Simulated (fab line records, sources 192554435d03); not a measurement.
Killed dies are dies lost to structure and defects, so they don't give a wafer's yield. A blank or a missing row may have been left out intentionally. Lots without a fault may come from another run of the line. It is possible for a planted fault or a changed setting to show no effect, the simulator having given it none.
Matching of chambers | flow n5 finfet | 4 sister chambers for N5_BEOL_M7_STRIP_36 on rie diel-05
The step strips in N2/H2. 20 wafers are shown with their chamber, then 10 later ones without.

WAFERS, EACH WITH ITS CHAMBER
wafer  | chamber | throttle valve pct (%) | drypump motor current A (A) | showerhead plenum p Torr (Torr)
L077.1 | 2       | 23.50                  | 6.2                         | 2.49
L077.2 | 3       | 23.94                  | 6.3                         | 2.52
L077.5 | 0       | 23.59                  | 5.8                         | 2.50
L079.3 | 1       | 23.58                  | 5.3                         | 2.58
L079.5 | 3       | 23.95                  | 6.4                         | 2.52
L079.6 | 2       | 23.50                  | 6.2                         | 2.48
L081.1 | 3       | 23.94                  | 6.3                         | 2.52
L081.3 | 2       | 23.50                  | 6.2                         | 2.48
L081.6 | 1       | 23.57                  | 5.4                         | 2.58
L082.1 | 0       | 23.62                  | 5.8                         | 2.50
L082.3 | 1       | 23.57                  | 5.3                         | 2.58
L082.4 | 1       | 23.56                  | 5.3                         | 2.58
L084.1 | 0       | 23.60                  | 5.8                         | 2.49
L084.2 | 3       | 23.95                  | 6.4                         | 2.52
L084.4 | 1       | 23.57                  | 5.4                         | 2.58
L085.2 | 1       | 23.56                  | 5.4                         | 2.58
L085.3 | 3       | 23.96                  | 6.3                         | 2.52
L085.6 | 0       | 23.62                  | 5.9                         | 2.49
L089.2 | 1       | 23.59                  | 5.4                         | 2.57
L089.4 | 1       | 23.59                  | 5.4                         | 2.57

SIGNATURES (averages over the wafers above)
reading                  | chamber 0 | chamber 1 | chamber 2 | chamber 3 | scatter within a chamber
throttle valve pct       | 23.6075   | 23.5738   | 23.5000   | 23.9480   | 0.011
drypump motor current A  | 5.825     | 5.362     | 6.200     | 6.340     | 0.0489
showerhead plenum p Torr | 2.4950    | 2.5775    | 2.4833    | 2.5200    | 0.00445
Rule: for a wafer and a chamber, the distance is found by dividing, reading by reading, the gap between the wafer's reading and the chamber's mean by the reading's scatter, squaring, summing and taking the root. The wafer belongs to the nearest chamber; if the next one is less than 2 further off, it can't be placed. The scatter: take each reading less its chamber's mean, square it, sum over the shown wafers, divide by the number of wafers less the number of chambers, and take the root.

WAFERS WITH NO CHAMBER GIVEN
wafer  | throttle valve pct (%) | drypump motor current A (A) | showerhead plenum p Torr (Torr)
L089.5 | 23.98                  | 6.4                         | 2.51
L090.1 | 23.62                  | 5.4                         | 2.57
L090.4 | 23.54                  | 6.2                         | 2.47
L090.5 | 23.97                  | 6.4                         | 2.51
L092.1 | 23.62                  | 5.3                         | 2.57
L092.2 | 23.57                  | 6.2                         | 2.47
L092.5 | 23.97                  | 6.4                         | 2.51
L091.1 | 23.33                  | 5.8                         | 2.49
L091.4 | 23.62                  | 5.4                         | 2.56
L091.6 | 23.54                  | 6.2                         | 2.47

CHAMBER TAKEN BY EACH
wafer  | from the rows above | in truth
L089.5 | 3                   | 3
L090.1 | 1                   | 1
L090.4 | 2                   | 2
L090.5 | 3                   | 3
L092.1 | 1                   | 1
L092.2 | 2                   | 2
L092.5 | 3                   | 3
L091.1 | 2                   | 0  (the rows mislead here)
L091.4 | 1                   | 1
L091.6 | 2                   | 2
Correct placement for 9 of the 10. From these rows, 0 cannot be placed. Placed wrongly: 1.
